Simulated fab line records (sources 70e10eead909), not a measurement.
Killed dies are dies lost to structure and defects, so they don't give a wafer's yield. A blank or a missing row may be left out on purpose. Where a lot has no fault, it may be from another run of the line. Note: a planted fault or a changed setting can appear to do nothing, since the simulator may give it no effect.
fab line records    flow nand_harc    part 1 of 2: steps 1 to 19 of 30
record lots=5  wafers=15  last_day=23
route steps=1159 shown A_CONTACT@869
lots untouched by any fault: they come from a run of this same line in which no faults occurred
start_h: the number of hours between the record's first day and the start of the first shown wafer of the lot    wait_h: hours elapsed since this lot's preceding step    " unchanged from the row above    L1.1+2: a single row standing in for several wafers    - either no value or no given start    * or withheld: withheld    < > ~ a bound
route shown NAME@n: names a module that has steps shown in the file, with the first one's number in the route    usual: mean and standard deviation over wafers with no fault    same: alike in all rows    chamber/n: place in a boat    sites: each site's reading    _std_site: standard deviation of those values    _edge_site: inner sites' mean taken away from outer sites' mean    radius_mm: for every site, how far away it sits from the centre of the wafer    mask NAME#n: copy n    behind: the last tool/chamber to shape the wafer    hold: why the lot went on hold/how many hours it stayed there/how the hold came to an end    device: transistor that didn't switch, given as n, p or np    end of line: the route-end tests of the same wafers    a step with no rows: only its recipe    killed: at the first sort, the dies lost to defects and structure; wafer yield is something else    map: per-die view of a wafer (x killed, . not killed, _ where there is no die)
set.NAME: the setting that was run; set.NAME@STEP: the one run at that earlier step    model.NAME: the simulator's own value behind a step, which no gauge read
lots at some steps of the route; a table a step, a row a wafer
services: the hour from which a tool's chamber was out of use, counted from the record's first day as start_h (under 0 if before that day), plus the number of hours and why
## steps
# step NHARC_A_CONTACT_ETCH_118
# recipe source_w=withheld  pressure_mtorr=20  bias_v=3000  time_s=94  target_depth_a=9220  ar_flow_sccm=withheld  c4f8_flow_sccm=withheld  o2_flow_sccm=withheld  chemistry=C4F8/O2/Ar
# usual chamber_pressure_mTorr=19.999/0.019
lot.wafer  tool             chamber  start_h  wait_h  chamber_pressure_mTorr  rf_hours_counter_h
L074.1     har_cap_etch-02  1        381.43   0.1     19.989                  10
L074.5     "                0        "        "       20.022                  -
L074.6     "                1        "        "       20.026                  -
L077.1     har_cap_etch-01  0        382.27   0.1     19.989                  57
L077.3     "                1        "        "       19.959                  -
L077.5     "                1        "        "       19.965                  -
L084.4     har_cap_etch-02  0        427.40   0.1     19.984                  -
L084.6     "                0        "        "       19.991                  -
L084.5     "                1        "        "       20.002                  -
L083.2     har_cap_etch-01  1        427.88   0.1     20.034                  66
L083.3     "                1        "        "       20.010                  -
L083.4     "                0        "        "       19.993                  -
L090.1     har_cap_etch-03  0        475.14   0.1     19.971                  103
L090.2     "                1        "        "       19.986                  103
L090.5     "                1        "        "       20.004                  -
# step NHARC_A_CONTACT_ETCH_119
# recipe source_w=withheld  pressure_mtorr=20  bias_v=3000  time_s=94  target_depth_a=9220  ar_flow_sccm=withheld  c4f8_flow_sccm=withheld  o2_flow_sccm=withheld  chemistry=C4F8/O2/Ar
# usual chamber_pressure_mTorr=20.001/0.019
lot.wafer  tool             chamber  start_h  wait_h  chamber_pressure_mTorr  rf_hours_counter_h
L074.1     har_cap_etch-02  1        381.52   0.1     20.011                  10
L074.5     "                0        "        "       19.971                  -
L074.6     "                1        "        "       20.014                  -
L077.1     har_cap_etch-01  0        382.36   0.1     19.975                  57
L077.3     "                1        "        "       20.035                  -
L077.5     "                1        "        "       19.990                  -
L084.4     har_cap_etch-02  0        427.49   0.1     20.006                  -
L084.6     "                0        "        "       19.980                  -
L084.5     "                1        "        "       20.006                  -
L083.2     har_cap_etch-01  1        427.97   0.1     19.995                  66
L083.3     "                1        "        "       20.040                  -
L083.4     "                0        "        "       20.046                  -
L090.1     har_cap_etch-03  0        475.23   0.1     20.000                  104
L090.2     "                1        "        "       20.008                  104
L090.5     "                1        "        "       19.986                  -
# step NHARC_A_CONTACT_ETCH_120
# recipe source_w=withheld  pressure_mtorr=20  bias_v=3000  time_s=94  target_depth_a=9220  ar_flow_sccm=withheld  c4f8_flow_sccm=withheld  o2_flow_sccm=withheld  chemistry=C4F8/O2/Ar
# usual chamber_pressure_mTorr=20.001/0.017
lot.wafer  tool             chamber  start_h  wait_h  chamber_pressure_mTorr  rf_hours_counter_h
L074.1     har_cap_etch-02  1        381.61   0.1     19.986                  10
L074.5     "                0        "        "       19.972                  -
L074.6     "                1        "        "       20.018                  -
L077.1     har_cap_etch-01  0        382.45   0.1     20.012                  57
L077.3     "                1        "        "       20.000                  -
L077.5     "                1        "        "       20.006                  -
L084.4     har_cap_etch-02  0        427.58   0.1     19.998                  -
L084.6     "                0        "        "       20.000                  -
L084.5     "                1        "        "       19.962                  -
L083.2     har_cap_etch-01  1        428.06   0.1     20.002                  66
L083.3     "                1        "        "       20.010                  -
L083.4     "                0        "        "       20.022                  -
L090.1     har_cap_etch-03  0        475.32   0.1     19.983                  104
L090.2     "                1        "        "       20.007                  104
L090.5     "                1        "        "       20.020                  -
# step NHARC_A_CONTACT_ETCH_121
# recipe source_w=withheld  pressure_mtorr=20  bias_v=3000  time_s=94  target_depth_a=9220  ar_flow_sccm=withheld  c4f8_flow_sccm=withheld  o2_flow_sccm=withheld  chemistry=C4F8/O2/Ar
# usual chamber_pressure_mTorr=20.000/0.018
lot.wafer  tool             chamber  start_h  wait_h  chamber_pressure_mTorr  rf_hours_counter_h
L074.1     har_cap_etch-02  1        381.70   0.1     20.018                  10
L074.5     "                0        "        "       20.006                  -
L074.6     "                1        "        "       19.994                  -
L077.1     har_cap_etch-01  0        382.54   0.1     20.002                  57
L077.3     "                1        "        "       19.991                  -
L077.5     "                1        "        "       20.000                  -
L084.4     har_cap_etch-02  0        427.67   0.1     20.008                  -
L084.6     "                0        "        "       20.006                  -
L084.5     "                1        "        "       20.015                  -
L083.2     har_cap_etch-01  1        428.15   0.1     19.994                  66
L083.3     "                1        "        "       20.035                  -
L083.4     "                0        "        "       19.988                  -
L090.1     har_cap_etch-03  0        475.41   0.1     20.024                  104
L090.2     "                1        "        "       20.001                  104
L090.5     "                1        "        "       20.009                  -
# step NHARC_A_CONTACT_ETCH_122
# recipe source_w=withheld  pressure_mtorr=20  bias_v=3000  time_s=95  target_depth_a=9300  ar_flow_sccm=withheld  c4f8_flow_sccm=withheld  o2_flow_sccm=withheld  chemistry=C4F8/O2/Ar
# usual chamber_pressure_mTorr=19.998/0.017
lot.wafer  tool             chamber  start_h  wait_h  chamber_pressure_mTorr  rf_hours_counter_h
L074.1     har_cap_etch-02  1        381.79   0.1     20.005                  10
L074.5     "                0        "        "       19.983                  -
L074.6     "                1        "        "       20.008                  -
L077.1     har_cap_etch-01  0        382.63   0.1     19.996                  57
L077.3     "                1        "        "       19.995                  -
L077.5     "                1        "        "       19.992                  -
L084.4     har_cap_etch-02  0        427.76   0.1     20.001                  -
L084.6     "                0        "        "       19.999                  -
L084.5     "                1        "        "       20.023                  -
L083.2     har_cap_etch-01  1        428.24   0.1     19.977                  66
L083.3     "                1        "        "       20.024                  -
L083.4     "                0        "        "       20.022                  -
L090.1     har_cap_etch-03  0        475.51   0.1     19.996                  104
L090.2     "                1        "        "       19.976                  104
L090.5     "                1        "        "       20.001                  -
# step NHARC_A_CONTACT_ETCH_123
# recipe source_w=withheld  pressure_mtorr=20  bias_v=400  time_s=253  target_depth_a=10900  ar_flow_sccm=withheld  c4f8_flow_sccm=11.5  o2_flow_sccm=7.2  chemistry=C4F8/O2/Ar
# usual chamber_pressure_mTorr=20.003/0.02
lot.wafer  tool             chamber  start_h  wait_h  chamber_pressure_mTorr  rf_hours_counter_h
L074.1     har_cap_etch-02  1        381.92   0.1     20.025                  10
L074.5     "                0        "        "       20.031                  -
L074.6     "                1        "        "       20.036                  -
L077.1     har_cap_etch-01  0        382.76   0.1     19.984                  57
L077.3     "                1        "        "       20.004                  -
L077.5     "                1        "        "       20.045                  -
L084.4     har_cap_etch-02  0        427.94   0.2     19.997                  -
L084.6     "                0        "        "       20.007                  -
L084.5     "                1        "        "       19.974                  -
L083.2     har_cap_etch-01  1        428.33   0.1     20.023                  66
L083.3     "                1        "        "       19.994                  -
L083.4     "                0        "        "       19.997                  -
L090.1     har_cap_etch-03  0        475.60   0.1     20.009                  104
L090.2     "                1        "        "       20.006                  104
L090.5     "                1        "        "       20.002                  -
# step NHARC_A_CONTACT_ETCH_90
# recipe target_depth_a=400  over_etch_frac=0.5  time_s=85.7  ion_energy_ev=120  ch3f_flow_sccm=50  o2_flow_sccm=30  ar_flow_sccm=200  rf_w=500  bias_w=100  chemistry=CH3F/O2
# usual ch3f_flow_sccm=50.01/0.15  chamber_pressure_mTorr=24.998/0.024  drypump_motor_current_A=5.97/0.21  o2_flow_sccm=30.00/0.092  oes_product_au=0.95/0.035  rf_vpp_V=244.0/1.7  showerhead_plenum_p_Torr=2.43/0.11  throttle_valve_pct=20.663/0.0096
lot.wafer  tool         chamber  start_h  wait_h  ch3f_flow_sccm  chamber_pressure_mTorr  drypump_motor_current_A  o2_flow_sccm  oes_product_au  rf_hours_counter_h  rf_vpp_V  showerhead_plenum_p_Torr  throttle_valve_pct
L074.1     rie_diel-02  0        382.47   0.5     49.94           24.994                  6.01                     30.00         0.93            5                   244.2     2.42                      20.671
L074.5     "            0        "        "       49.83           25.013                  6.00                     29.81         0.93            -                   245.4     2.42                      20.649
L074.6     "            1        "        "       49.80           25.011                  6.23                     30.07         0.94            -                   246.8     2.59                      20.670
L077.1     rie_diel-02  1        383.34   0.5     50.29           24.984                  6.22                     30.03         0.92            8                   246.2     2.59                      20.657
L077.3     "            2        "        "       49.90           24.986                  6.08                     30.05         0.93            8                   242.5     2.38                      20.653
L077.5     "            0        "        "       50.20           24.986                  6.02                     29.99         0.94            -                   242.6     2.42                      20.659
L084.5     rie_diel-02  0        428.49   0.3     50.08           24.990                  6.01                     29.95         1.00            -                   242.4     2.42                      20.651
L084.6     "            1        "        "       49.99           25.024                  6.22                     30.14         1.01            -                   246.9     2.59                      20.652
L084.4     "            3        "        "       49.97           25.005                  5.98                     29.93         1.00            -                   244.2     2.37                      20.668
L083.2     rie_diel-02  3        428.93   0.6     50.02           24.985                  6.02                     29.97         0.98            18                  241.5     2.37                      20.661
L083.3     "            0        "        "       50.11           24.997                  6.05                     30.01         1.00            13                  243.2     2.42                      20.679
L083.4     "            0        "        "       50.33           25.017                  6.03                     29.93         1.01            -                   245.4     2.42                      20.679
L090.1     rie_diel-02  3        476.31   0.7     49.76           24.984                  6.00                     30.12         0.92            22                  243.6     2.36                      20.656
L090.2     "            1        "        "       50.25           24.996                  6.23                     29.96         0.93            28                  246.8     2.58                      20.677
L090.5     "            2        "        "       49.88           24.964                  6.07                     29.83         0.92            -                   243.6     2.37                      20.669
# step NHARC_A_CONTACT_ETCH_96
# recipe target_depth_a=200  over_etch_frac=0.5  time_s=10  ion_energy_ev=250  c4f6_flow_sccm=25  o2_flow_sccm=20  ar_flow_sccm=500  rf_w=600  bias_w=500  chemistry=C4F6/O2
# usual chamber_pressure_mTorr=30.003/0.027  drypump_motor_current_A=5.97/0.22  o2_flow_sccm=20.00/0.062  oes_product_au=0.969/0.021  rf_vpp_V=546/3.5  showerhead_plenum_p_Torr=3.89/0.17  throttle_valve_pct=26.903/0.0093
lot.wafer  tool         chamber  start_h  wait_h  chamber_pressure_mTorr  drypump_motor_current_A  o2_flow_sccm  oes_product_au  rf_hours_counter_h  rf_vpp_V  showerhead_plenum_p_Torr  throttle_valve_pct
L074.1     rie_diel-02  1        -        -       29.990                  6.24                     19.96         0.959           8                   552       4.12                      26.900
L074.6     "            1        "        "       29.996                  6.22                     19.98         0.952           -                   551       4.12                      26.910
L074.5     "            2        "        "       29.999                  6.06                     19.96         0.953           -                   545       3.80                      26.906
L077.1     rie_diel-02  1        -        -       30.019                  6.22                     20.04         0.948           8                   550       4.12                      26.894
L077.3     "            2        "        "       30.052                  6.08                     20.05         0.948           8                   544       3.80                      26.893
L077.5     "            0        "        "       30.004                  6.04                     20.05         0.954           -                   546       3.87                      26.907
L084.4     rie_diel-02  3        428.61   0.1     29.962                  6.02                     20.08         0.994           -                   544       3.78                      26.918
L084.5     "            0        "        "       29.991                  6.03                     20.02         0.995           -                   545       3.86                      26.894
L084.6     "            1        "        "       29.986                  6.25                     20.08         0.995           -                   550       4.12                      26.902
L083.2     rie_diel-02  0        429.15   0.2     29.986                  6.03                     20.05         0.998           13                  544       3.86                      26.901
L083.3     "            1        "        "       30.012                  6.24                     20.04         1.006           18                  551       4.11                      26.893
L083.4     "            1        "        "       29.982                  6.25                     20.06         0.991           -                   551       4.12                      26.919
L090.2     rie_diel-02  1        -        -       30.024                  6.25                     19.96         0.946           28                  551       4.11                      26.906
L090.1     "            3        "        "       30.041                  6.06                     20.01         0.947           22                  542       3.78                      26.922
L090.5     "            0        "        "       29.992                  6.04                     19.95         0.961           -                   545       3.86                      26.911
# step NHARC_A_CONTACT_CD_MEAS_53
# usual cd_nm=189.5/0.85
lot.wafer  tool       chamber  start_h  wait_h  cd_nm
L074.1     cd_sem-01  -        382.69   -       190.6
L074.5     "          -        "        "       191.0
L074.6     "          -        "        "       189.9
L077.1     cd_sem-02  -        383.55   -       189.1
L077.3     "          -        "        "       190.1
L077.5     "          -        "        "       189.6
L084.4     cd_sem-01  -        428.70   -       190.0
L084.5     "          -        "        "       190.2
L084.6     "          -        "        "       189.3
L083.2     cd_sem-02  -        429.23   -       188.6
L083.3     "          -        "        "       189.5
L083.4     "          -        "        "       189.5
L090.1     cd_sem-03  -        476.52   -       190.1
L090.2     "          -        "        "       189.4
L090.5     "          -        "        "       189.3
# step NHARC_A_CONTACT_STRIP_99
# recipe n2_flow_sccm=150  h2_flow_sccm=150  ar_flow_sccm=0  bias_w=0  chemistry=N2/H2
lot.wafer   tool         chamber  start_h  wait_h
L074.1+6+5  rie_diel-02  3,1,2    382.79   0.1
L077.1+3+5  rie_diel-02  1,3,1    383.63   0.1
L084.4+6+5  rie_diel-01  0,2,3    428.78   0.1
L083.2+4+3  rie_diel-12  2,0,1    429.31   0.1
L090.1+2+5  rie_diel-02  2,3,1    476.61   0.1
# step NHARC_A_CONTACT_STRIP_100
# recipe cf4_flow_sccm=100  chf3_flow_sccm=30  ar_flow_sccm=0  bias_w=0  chemistry=CF4/CHF3
lot.wafer   tool         chamber  start_h  wait_h
L074.1+5+6  rie_diel-02  1,1,2    382.92   0.1
L077.3+1+5  rie_diel-02  1,2,3    383.72   0.1
L084.4+5+6  rie_diel-01  1,3,0    428.86   0.1
L083.2+3+4  rie_diel-12  0,2,3    429.42   0.1
L090.2+1+5  rie_diel-02  2,3,0    476.71   0.1
# step NHARC_A_CONTACT_STRIP_101
# recipe o2_flow_sccm=400  cos_flow_sccm=20  ar_flow_sccm=0  bias_w=0  chemistry=O2/COS
lot.wafer   tool         chamber  start_h  wait_h
L074.1+5+6  rie_diel-02  3,3,0    382.99   0.1
L077.1+3+5  rie_diel-02  3,1,0    383.78   0.0
L084.4+5+6  rie_diel-01  1,1,2    429.02   0.2
L083.3+2+4  rie_diel-12  2,0,1    429.48   0.1
L090.1+2+5  rie_diel-02  2,3,3    476.76   0.0
# step NHARC_A_CONTACT_ETCH_102
# recipe target_depth_a=700  overetch_a=70  time_s=38.5  ion_energy_ev=100  cf4_flow_sccm=80  o2_flow_sccm=20  ar_flow_sccm=0  rf_w=300  bias_w=100  chemistry=CF4/O2
# usual chamber_pressure_mTorr=29.996/0.026  drypump_motor_current_A=5.96/0.22  o2_flow_sccm=19.99/0.057  oes_product_au=0.999/0.0075  rf_vpp_V=197.5/1.5  showerhead_plenum_p_Torr=1.32/0.056  throttle_valve_pct=13.398/0.0089
lot.wafer  tool         chamber  start_h  wait_h  chamber_pressure_mTorr  drypump_motor_current_A  o2_flow_sccm  oes_product_au  rf_hours_counter_h  rf_vpp_V  showerhead_plenum_p_Torr  throttle_valve_pct
L074.1     rie_diel-02  3        383.06   0.1     30.032                  6.00                     19.90         1.004           7                   196.1     1.29                      13.384
L074.6     "            0        "        "       30.026                  6.03                     20.00         1.001           -                   198.6     1.31                      13.417
L074.5     "            1        "        "       30.030                  6.22                     19.97         1.001           -                   199.3     1.41                      13.400
L077.3     rie_diel-02  2        383.84   0.1     30.022                  6.02                     19.95         1.001           8                   198.2     1.29                      13.405
L077.1     "            3        "        "       30.001                  5.99                     20.03         0.988           7                   196.3     1.29                      13.407
L077.5     "            2        "        "       30.010                  6.02                     20.01         1.003           -                   195.5     1.29                      13.392
L084.4     rie_diel-01  2        429.13   0.1     30.026                  5.71                     20.04         0.991           45                  196.2     1.25                      13.408
L084.5     "            1        "        "       30.021                  6.10                     20.04         0.986           -                   198.5     1.38                      13.418
L084.6     "            2        "        "       29.975                  5.72                     20.02         1.001           -                   195.5     1.25                      13.395
L083.3     rie_diel-12  2        429.62   0.1     30.005                  5.59                     19.87         0.979           13                  198.6     1.31                      13.382
L083.2     "            3        "        "       30.027                  6.17                     20.07         0.999           15                  197.9     1.38                      13.386
L083.4     "            1        "        "       29.974                  5.78                     20.00         0.996           8                   194.0     1.25                      13.390
L090.2     rie_diel-02  2        476.82   0.1     30.022                  6.01                     20.06         0.997           25                  197.2     1.29                      13.402
L090.1     "            0        "        "       30.002                  6.02                     19.90         1.003           23                  197.4     1.31                      13.389
L090.5     "            2        "        "       30.049                  6.03                     20.06         1.001           -                   196.0     1.29                      13.406
# step NHARC_A_CONTACT_STRIP_55
# recipe o2_flow_sccm=500  ar_flow_sccm=0  bias_w=0  chemistry=O2
# usual chamber_pressure_mTorr=60.00/0.059  drypump_motor_current_A=5.98/0.22  o2_flow_sccm=500.1/1.6  oes_product_au=0.999/0.008  rf_vpp_V=57.7/0.87  showerhead_plenum_p_Torr=3.50/0.14  throttle_valve_pct=17.037/0.0093
lot.wafer  tool         chamber  start_h  wait_h  chamber_pressure_mTorr  drypump_motor_current_A  o2_flow_sccm  oes_product_au  rf_hours_counter_h  rf_vpp_V  showerhead_plenum_p_Torr  throttle_valve_pct
L074.1     rie_diel-02  3        -        -       59.96                   5.98                     499.2         0.997           7                   56.9      3.41                      17.031
L074.6     "            1        "        "       59.87                   6.23                     498.7         1.001           -                   59.0      3.71                      17.037
L074.5     "            2        "        "       60.06                   6.10                     499.5         1.015           -                   57.5      3.42                      17.040
L077.1     rie_diel-02  0        -        -       60.01                   6.02                     500.3         1.011           5                   56.9      3.48                      17.035
L077.3     "            1        "        "       60.01                   6.27                     503.3         1.011           8                   57.8      3.71                      17.037
L077.5     "            1        "        "       60.10                   6.25                     501.4         1.000           -                   57.4      3.71                      17.046
L084.4     rie_diel-01  2        -        -       59.97                   5.67                     502.7         1.002           45                  56.1      3.30                      17.019
L084.5     "            2        "        "       60.02                   5.69                     500.6         0.999           -                   57.3      3.30                      17.025
L084.6     "            3        "        "       59.93                   5.54                     500.0         1.015           -                   58.2      3.74                      17.052
L083.3     rie_diel-12  3        -        -       59.94                   6.21                     500.4         0.992           15                  59.1      3.65                      17.042
L083.2     "            1        "        "       60.04                   5.80                     501.6         0.990           8                   56.5      3.31                      17.031
L083.4     "            2        "        "       60.08                   5.59                     500.2         0.989           13                  58.2      3.48                      17.031
L090.2     rie_diel-02  0        -        -       59.99                   6.06                     498.2         0.994           23                  57.8      3.47                      17.038
L090.1     "            1        "        "       59.96                   6.26                     500.1         1.001           28                  58.1      3.70                      17.028
L090.5     "            1        "        "       59.99                   6.24                     503.6         1.007           -                   58.9      3.70                      17.048
# step NHARC_A_CONTACT_STRIP_56
# recipe time_s=600  temp_c=30  chemistry=post_etch_residue_remover
lot.wafer   tool          chamber  start_h  wait_h
L074.5+1+6  wet_bench-07  6,0,1    383.44   -
L077.3+1+5  wet_bench-07  4,6,7    384.22   -
L084.6+4+5  wet_bench-06  1,4,5    429.51   -
L083.2+3+4  wet_bench-06  0,2,5    430.01   -
L090.2+1+5  wet_bench-06  3,4,5    477.22   -
# step NHARC_A_CONTACT_DEP_57
# recipe target_thk_a=28000  temp_c=400  material=aC
# usual throttle_valve_pct=34.999/0.01
lot.wafer  tool        chamber  start_h  wait_h  throttle_valve_pct
L074.1     acl_dep-03  0        383.70   -       35.015
L074.5     "           0        384.87   -       35.006
L074.6     "           0        "        "       35.006
L077.1     acl_dep-02  0        384.49   -       35.021
L077.3     "           0        "        "       34.981
L077.5     "           0        "        "       35.004
L084.4     acl_dep-03  0        430.66   -       34.992
L084.5     "           0        "        "       35.017
L084.6     "           0        "        "       34.997
L083.2     acl_dep-02  0        430.76   -       34.997
L083.3     "           0        "        "       34.997
L083.4     "           0        "        "       35.005
L090.1     acl_dep-03  0        478.20   -       35.012
L090.2     "           0        "        "       34.981
L090.5     "           0        "        "       34.992
# step NHARC_A_CONTACT_DEP_58
# recipe target_thk_a=600  target_thk_nm=60  temp_c=400  pressure_torr=3.5  flow_sccm=200  rf_w=350  material=SiON
# usual heater_power_outer_w=435/64  heater_power_w=723/91
lot.wafer  tool      chamber  start_h  wait_h  heater_power_outer_w  heater_power_w  since_wet_clean_h
L074.1     pecvd-02  0        385.55   1.6     451                   701             38
L074.5     "         0        "        "       438                   688             -
L074.6     "         1        "        "       418                   756             -
L077.1     pecvd-01  0        386.28   1.5     360                   622             127
L077.3     "         1        "        "       478                   752             127
L077.5     "         2        "        "       334                   593             -
L084.4     pecvd-02  0        431.64   0.7     454                   682             -
L084.5     "         1        "        "       399                   732             -
L084.6     "         2        "        "       396                   699             -
L083.2     pecvd-02  2        432.22   1.2     455                   784             85
L083.3     "         0        "        "       438                   673             85
L083.4     "         0        "        "       436                   677             -
L090.1     pecvd-02  1        480.00   1.5     367                   675             133
L090.2     "         2        "        "       414                   721             133
L090.5     "         0        "        "       380                   593             -
# step NHARC_A_CONTACT_DEHYDRATE_59
# recipe temp_c=150  time_s=120
# usual resist_line_temp_C=22.99/0.12
lot.wafer  tool            chamber  start_h  wait_h  resist_line_temp_C
L074.1     litho_track-01  0        385.79   0.2     23.12
L074.5     "               0        "        "       23.17
L074.6     "               0        "        "       23.14
L077.1     litho_track-06  0        386.53   0.2     22.92
L077.3     "               0        "        "       23.12
L077.5     "               0        "        "       23.06
L084.4     litho_track-01  0        431.83   0.2     22.95
L084.5     "               0        "        "       23.18
L084.6     "               0        "        "       23.10
L083.2     litho_track-01  0        432.49   0.2     22.94
L083.3     "               0        "        "       22.94
L083.4     "               0        "        "       22.96
L090.1     litho_track-01  0        480.24   0.2     22.84
L090.2     "               0        "        "       23.01
L090.5     "               0        "        "       23.17
# step NHARC_A_CONTACT_HMDS_60
# recipe time_s=30
# usual resist_line_temp_C=22.96/0.095
lot.wafer  tool            chamber  start_h  wait_h  resist_line_temp_C
L074.1     litho_track-01  0        -        -       22.91
L074.5     "               0        "        "       23.02
L074.6     "               0        "        "       22.98
L077.1     litho_track-06  0        -        -       22.82
L077.3     "               0        "        "       22.77
L077.5     "               0        "        "       22.77
L084.4     litho_track-01  0        -        -       23.14
L084.5     "               0        "        "       23.00
L084.6     "               0        "        "       22.89
L083.2     litho_track-01  0        -        -       23.08
L083.3     "               0        "        "       23.12
L083.4     "               0        "        "       23.01
L090.1     litho_track-01  0        -        -       22.90
L090.2     "               0        "        "       22.88
L090.5     "               0        "        "       22.85
